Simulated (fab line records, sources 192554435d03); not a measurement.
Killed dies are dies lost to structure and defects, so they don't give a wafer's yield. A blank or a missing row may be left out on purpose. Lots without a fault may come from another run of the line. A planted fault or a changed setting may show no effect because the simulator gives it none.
Which tool did it? | flow n5_finfet | 9 lots, 27 wafers sampled, at 7 steps of a route of 1938

WHAT THE GAUGES READ, wafer by wafer
N5_BEOL_M1_THK_MEAS_53: measures by xrf. Usual: M1_THK 39.4 nm, standard deviation 1.4.
lot  | measured     | on            | M1_THK (nm)    | flag
L318 | day 8 19:55  | film_metro-01 | 39.9 40.8 40.3 |
L322 | day 9 21:17  | film_metro-01 | 42.4 40.7 48.2 | OFF
L323 | day 10 00:46 | film_metro-01 | 49.5 45.8 40.0 | OFF
L326 | day 10 13:07 | film_metro-02 | 37.9 38.7 39.8 |
L327 | day 11 11:19 | film_metro-02 | 40.8 40.5 40.8 |
L330 | day 11 17:20 | film_metro-02 | 39.0 38.3 38.7 |
L331 | day 12 01:05 | film_metro-02 | 39.1 36.8 40.1 |
L332 | day 12 02:45 | film_metro-01 | 38.1 37.8 39.5 |
L333 | day 12 04:44 | film_metro-02 | 39.6 40.7 39.5 |

N5_BEOL_M4_RC_MEAS_101. Usual: COMB_M1_max_site 8.1e-11 S/m, standard deviation 2e-11; DIBL_N 35.9 mV/V, standard deviation 1.3; DIBL_P 36.3 mV/V, standard deviation 1.5; IOFF_N 0.153 nA/um, standard deviation 0.023; IOFF_P 0.208 nA/um, standard deviation 0.028; ION_N 672 uA/um, standard deviation 9.7; ION_P 462 uA/um, standard deviation 6.6; SS_N 71.5 mV/dec, standard deviation 0.53; SS_P 73.3 mV/dec, standard deviation 0.59; VT_N 250.4 mV, standard deviation 2.7; VT_P -250.5 mV, standard deviation 3.
lot  | measured     | on        | COMB_M1_max_site (S/m)        | DIBL_N (mV/V)  | DIBL_P (mV/V)  | IOFF_N (nA/um)    | IOFF_P (nA/um)    | ION_N (uA/um) | ION_P (uA/um) | SS_N (mV/dec)  | SS_P (mV/dec)  | VT_N (mV)         | VT_P (mV)            | flag
L318 | day 10 15:32 | prober-02 | 1.12e-10 8e-11 5.3e-11        | 35.5 36.2 35.2 | 35.2 35.9 35.0 | 0.133 0.149 0.128 | 0.188 0.192 0.180 | 660 670 664   | 453 458 452   | 71.2 71.2 71.2 | 72.8 73.1 73.4 | 253.5 252.0 255.7 | -253.0 -255.0 -255.7 |
L322 | day 11 11:40 | prober-02 | 6.7e-11 7.6e-11 ~0.0014286    | 36.8 34.5 35.1 | 35.5 33.3 33.3 | 0.161 0.123 0.129 | 0.211 0.178 0.176 | 677 660 659   | 454 452 454   | 71.4 71.1 71.6 | 74.0 72.7 73.3 | 253.2 253.4 254.8 | -251.8 -253.1 -253.2 |
L323 | day 12 10:47 | prober-02 | ~0.0014286 ~0.0014286 7.1e-11 | 34.4 36.0 37.2 | 34.2 36.0 37.4 | 0.117 0.137 0.153 | 0.164 0.192 0.211 | 656 656 666   | 447 452 456   | 70.8 71.7 71.6 | 72.5 72.9 73.3 | 253.0 252.0 251.0 | -251.7 -252.3 -252.4 |
L326 | day 12 15:55 | prober-02 | 7.4e-11 5.5e-11 6.1e-11       | 36.5 36.5 36.9 | 37.9 37.4 37.7 | 0.160 0.157 0.169 | 0.218 0.206 0.215 | 675 682 669   | 461 459 455   | 70.8 71.5 71.6 | 73.0 73.5 73.4 | 251.5 254.7 251.7 | -249.8 -253.8 -250.4 |
L327 | day 12 15:20 | prober-01 | 8.7e-11 9e-11 7.9e-11         | 34.7 35.2 34.3 | 36.2 36.0 35.4 | 0.135 0.140 0.126 | 0.171 0.176 0.161 | 677 667 663   | 456 455 456   | 71.2 71.5 71.2 | 72.8 73.7 73.0 | 253.7 252.1 253.5 | -255.0 -255.3 -255.1 |
L330 | day 13 21:12 | prober-01 | 8.6e-11 1.05e-10 6.4e-11      | 35.8 32.8 34.9 | 38.0 34.6 37.1 | 0.168 0.121 0.152 | 0.216 0.176 0.203 | 673 669 685   | 462 460 474   | 71.5 71.3 71.5 | 73.4 72.8 73.5 | 249.3 251.3 252.4 | -252.6 -253.5 -249.4 |
L331 | day 14 01:19 | prober-02 | 8.4e-11 9.6e-11 6.8e-11       | 37.1 36.4 36.6 | 38.5 37.5 37.4 | 0.190 0.170 0.165 | 0.239 0.215 0.209 | 690 691 679   | 472 468 462   | 71.4 71.4 71.7 | 74.4 74.6 73.0 | 247.0 248.6 249.0 | -248.6 -250.0 -248.8 |
L332 | day 14 04:28 | prober-02 | 8.4e-11 1.03e-10 7.9e-11      | 34.8 35.1 36.2 | 35.7 36.5 37.1 | 0.130 0.138 0.155 | 0.177 0.189 0.208 | 667 674 671   | 465 461 459   | 71.1 71.4 71.0 | 73.4 72.4 73.0 | 252.7 252.6 252.4 | -253.0 -253.8 -251.6 |
L333 | day 15 00:24 | prober-02 | 7.9e-11 8.3e-11 1.01e-10      | 35.8 35.0 35.3 | 35.8 34.7 34.6 | 0.145 0.134 0.136 | 0.211 0.189 0.192 | 689 679 672   | 473 469 462   | 70.6 70.9 70.7 | 72.9 72.8 73.1 | 248.5 250.8 250.5 | -249.6 -249.5 -249.6 |

WHICH TOOL RAN EACH LOT (tool, then ch and the chambers of the sampled wafers, then the start)
lot  | N5_BEOL_M1_ANNEAL_87         | N5_BEOL_M1_ANNEAL_93         | N5_BEOL_M1_ANNEAL_51             | N5_BEOL_M1_CMP_52             | N5_BEOL_M1_CO_CAP_55
L318 | pvd_sputter-03, day 8 18:06  | pvd_sputter-03, day 8 18:46  | rtp_anneal-01 ch 0, day 8 19:19  | cmp-01 ch 0,1,2, day 8 19:40  | cvd_co-02 ch 1,2, day 8 19:59
L322 | pvd_sputter-01, day 9 19:28  | pvd_sputter-01, day 9 20:07  | rtp_anneal-02, day 9 20:49       | cmp-01 ch 0,1,3, day 9 21:06  | cvd_co-02 ch 0,1,2, day 9 21:24
L323 | pvd_sputter-01, day 9 22:58  | pvd_sputter-01, day 9 23:37  | rtp_anneal-01, day 10 00:11      | cmp-04 ch 1,2,3, day 10 00:33 | cvd_co-02 ch 0,1, day 10 00:51
L326 | pvd_sputter-01, day 10 11:02 | pvd_sputter-01, day 10 11:42 | rtp_anneal-01 ch 0, day 10 12:15 | cmp-04 ch 0,3, day 10 12:49   | cvd_co-01 ch 0,1, day 10 13:11
L327 | pvd_sputter-03, day 11 09:17 | pvd_sputter-03, day 11 10:02 | rtp_anneal-02 ch 0, day 11 10:41 | cmp-01 ch 0,2,3, day 11 11:06 | cvd_co-01 ch 0,2, day 11 11:23
L330 | pvd_sputter-02, day 11 15:32 | pvd_sputter-02, day 11 16:11 | rtp_anneal-02 ch 0, day 11 16:45 | cmp-04 ch 0,2, day 11 17:03   | cvd_co-02 ch 0,1,2, day 11 17:25
L331 | pvd_sputter-01, day 11 23:07 | pvd_sputter-01, day 11 23:46 | rtp_anneal-01 ch 0, day 12 00:22 | cmp-01 ch 1,2,3, day 12 00:47 | cvd_co-02 ch 0,1,2, day 12 01:11
L332 | pvd_sputter-01, day 12 00:57 | pvd_sputter-01, day 12 01:37 | rtp_anneal-01 ch 0, day 12 02:10 | cmp-01 ch 1,2,3, day 12 02:28 | cvd_co-02 ch 0,1, day 12 02:50
L333 | pvd_sputter-01, day 12 02:55 | pvd_sputter-01, day 12 03:34 | rtp_anneal-01 ch 0, day 12 04:08 | cmp-01 ch 1,2, day 12 04:27   | cvd_co-02 ch 0,2, day 12 04:49
- N5_BEOL_M1_ANNEAL_87: time 240 s.
- N5_BEOL_M1_ANNEAL_93: time 240 s.
- N5_BEOL_M1_ANNEAL_51: time 90 s.
- N5_BEOL_M1_CMP_52: polishes, stops on SiOC, t overpolish 6.8 s, target thk 40 nm.
- N5_BEOL_M1_CO_CAP_55: material Co, precursor CCTBA/H2, target thk 2 nm, time 102.1 s.

WHAT THE TOOLS THEMSELVES READ (means of the sampled wafers that have a number; where no wafer has one, the mark that the record gives instead)
N5_BEOL_M1_ANNEAL_87. Usual: heater_power_w 852 W, standard deviation 68; susceptor_temp_C 399.99 C, standard deviation 0.21.
lot  | tool           | heater_power_w (W) | susceptor_temp_C (C) | flag
L318 | pvd_sputter-03 | 867                | 400.09               |
L322 | pvd_sputter-01 | 844                | 400.07               |
L323 | pvd_sputter-01 | 921                | 400.04               |
L326 | pvd_sputter-01 | 872                | 399.91               |
L327 | pvd_sputter-03 | 802                | 399.91               |
L330 | pvd_sputter-02 | 871                | 400.05               |
L331 | pvd_sputter-01 | 873                | 399.78               |
L332 | pvd_sputter-01 | 847                | 399.94               |
L333 | pvd_sputter-01 | 835                | 400.21               |

N5_BEOL_M1_ANNEAL_93. Usual: heater_power_w 852 W, standard deviation 65; susceptor_temp_C 400.00 C, standard deviation 0.21.
lot  | tool           | heater_power_w (W) | susceptor_temp_C (C) | flag
L318 | pvd_sputter-03 | 875                | 399.87               |
L322 | pvd_sputter-01 | 846                | 400.12               |
L323 | pvd_sputter-01 | 932                | 400.13               |
L326 | pvd_sputter-01 | 872                | 400.10               |
L327 | pvd_sputter-03 | 812                | 400.08               |
L330 | pvd_sputter-02 | 860                | 400.09               |
L331 | pvd_sputter-01 | 895                | 399.81               |
L332 | pvd_sputter-01 | 839                | 399.87               |
L333 | pvd_sputter-01 | 856                | 399.76               |

N5_BEOL_M1_ANNEAL_51. Usual: anneal_temp_c 225.02 C, standard deviation 0.2; anneal_temp_c_max 226.21, standard deviation 0.28; wafer_temp_C_max 226.4, standard deviation 0.49.
lot  | tool          | anneal_temp_c (C) | anneal_temp_c_max | wafer_temp_C_max | flag
L318 | rtp_anneal-01 | 225.19            | 226.39            | 226.7            |
L322 | rtp_anneal-02 | -                 | -                 | -                | OFF
L323 | rtp_anneal-01 | -                 | -                 | -                | OFF
L326 | rtp_anneal-01 | 225.02            | 226.29            | 226.6            |
L327 | rtp_anneal-02 | 225.36            | 226.55            | 225.9            |
L330 | rtp_anneal-02 | 225.07            | 226.23            | 226.0            |
L331 | rtp_anneal-01 | 224.60            | 225.61            | 226.9            |
L332 | rtp_anneal-01 | 225.01            | 226.13            | 226.6            |
L333 | rtp_anneal-01 | 224.88            | 225.96            | 226.7            |

N5_BEOL_M1_CMP_52. Usual: barrier_field_endpoint_s 24.5 s, standard deviation 0.51; motor_current_A 6.2 A, standard deviation 0.41; overpolish_run_s 6.799 s, standard deviation 0.0095; time_to_endpoint_s 61.2 s, standard deviation 2.8.
lot  | tool   | barrier_field_endpoint_s (s) | motor_current_A (A) | overpolish_run_s (s) | time_to_endpoint_s (s) | flag
L318 | cmp-01 | 25.2                         | 6.0                 | 6.797                | 62.7                   |
L322 | cmp-01 | 29.1                         | 6.4                 | 6.796                | 81.9                   | OFF
L323 | cmp-04 | 29.2                         | 6.4                 | 6.794                | 80.7                   | OFF
L326 | cmp-04 | 24.0                         | 5.8                 | 6.800                | 60.1                   |
L327 | cmp-01 | 24.5                         | 6.5                 | 6.803                | 61.5                   |
L330 | cmp-04 | 23.7                         | 6.1                 | 6.805                | 55.2                   |
L331 | cmp-01 | 23.5                         | 6.4                 | 6.807                | 57.1                   |
L332 | cmp-01 | 24.8                         | 6.5                 | 6.802                | 61.7                   |
L333 | cmp-01 | 24.9                         | 6.3                 | 6.801                | 58.3                   |

N5_BEOL_M1_CO_CAP_55. Usual: heater_power_w 250 W, standard deviation 30.
lot  | tool      | heater_power_w (W) | flag
L318 | cvd_co-02 | 280                |
L322 | cvd_co-02 | 252                |
L323 | cvd_co-02 | 238                |
L326 | cvd_co-01 | 245                |
L327 | cvd_co-01 | 244                |
L330 | cvd_co-02 | 254                |
L331 | cvd_co-02 | 248                |
L332 | cvd_co-02 | 267                |
L333 | cvd_co-02 | 234                |

THE ANSWER, worked out from the rows above alone
Rule: a lot is off if the mean of its wafers that have a number lies more than 3 standard deviations from the usual mean. A lot without any number at a reading at which 4 lots or more have one is off too. The other lots that the step has rows for count as sound. The gauges are gone through in route order, then the tools' own readings, and for those a lot's mean is taken as printed above. The first step at which some lot is off is used, and at that step the reading that is off furthest; a lot without a number counts as furthest.
Off: L322, L323, at N5_BEOL_M1_THK_MEAS_53 (M1_THK).
A tool fits if, at a process step before that reading, it ran every lot that is off, and no sound lot after the first of them. The gauges at N5_BEOL_M1_THK_MEAS_53 aren't tried: what is off there is off at N5_BEOL_M1_ANNEAL_51 too, on other tools, and a gauge's error can't cause that. None of those tried fits.

WHAT THE SIMULATOR HAD PUT IN
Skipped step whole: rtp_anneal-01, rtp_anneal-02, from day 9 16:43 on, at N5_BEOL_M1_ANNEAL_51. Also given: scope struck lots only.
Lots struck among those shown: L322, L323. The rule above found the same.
